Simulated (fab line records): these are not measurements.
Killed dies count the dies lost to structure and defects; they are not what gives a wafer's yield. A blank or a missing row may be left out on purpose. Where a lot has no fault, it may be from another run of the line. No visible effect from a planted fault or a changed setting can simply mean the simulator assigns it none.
Which of the tools did it? + flow n5Finfet + route of 1938 steps, sampled at 1 step: 12 lots, 36 wafers

WHAT THE GAUGES READ, wafer by wafer
N5_START_INSPECT_01: inspects for defects (unpatterned scan).
| lot  | measured    | on               | rawDefectCount |
|------|-------------|------------------|----------------|
| L075 | day 1 18:02 | defectInspect-02 | 4 8 2          |
| L077 | day 2 06:02 | defectInspect-01 | 6 6 9          |
| L079 | day 2 18:02 | defectInspect-02 | 2 5 2          |
| L081 | day 3 06:02 | defectInspect-01 | 4 5 7          |
| L083 | day 3 18:02 | defectInspect-01 | 10 7 2         |
| L085 | day 4 06:02 | defectInspect-01 | 3 5 1          |
| L087 | day 4 18:02 | defectInspect-01 | 5 9 2          |
| L089 | day 5 06:02 | defectInspect-01 | 5 8 10         |
| L091 | day 5 18:02 | defectInspect-02 | 7 3 8          |
| L093 | day 6 06:02 | defectInspect-02 | 9 8 3          |
| L095 | day 6 18:02 | defectInspect-02 | 5 8 4          |
| L097 | day 7 06:02 | defectInspect-02 | 6 8 4          |

WHICH TOOL RAN EACH LOT (tool, then ch and the chambers of the sampled wafers, then the start)
Before these readings, the record contains no process step.

THE ANSWER, worked out from the rows above alone
Rule: what is usual is taken from the lots themselves. Put in order of their means at a reading, lots are off if they are a third of the lots or fewer, leave a main group of 4 or more, and stand apart from it by a gap of 3 or more times the standard deviation of the main group's means; of several such gaps the widest counts. A main group whose means are all the same, to the digits that the tables above print for the reading, isn't used. Also off: a lot with no number at a reading for which 4 or more lots have one. Where the step has rows for the other lots, those lots are counted as sound.
Nothing can be told from this: no lot is off at any reading shown.

WHAT THE SIMULATOR HAD INSERTED
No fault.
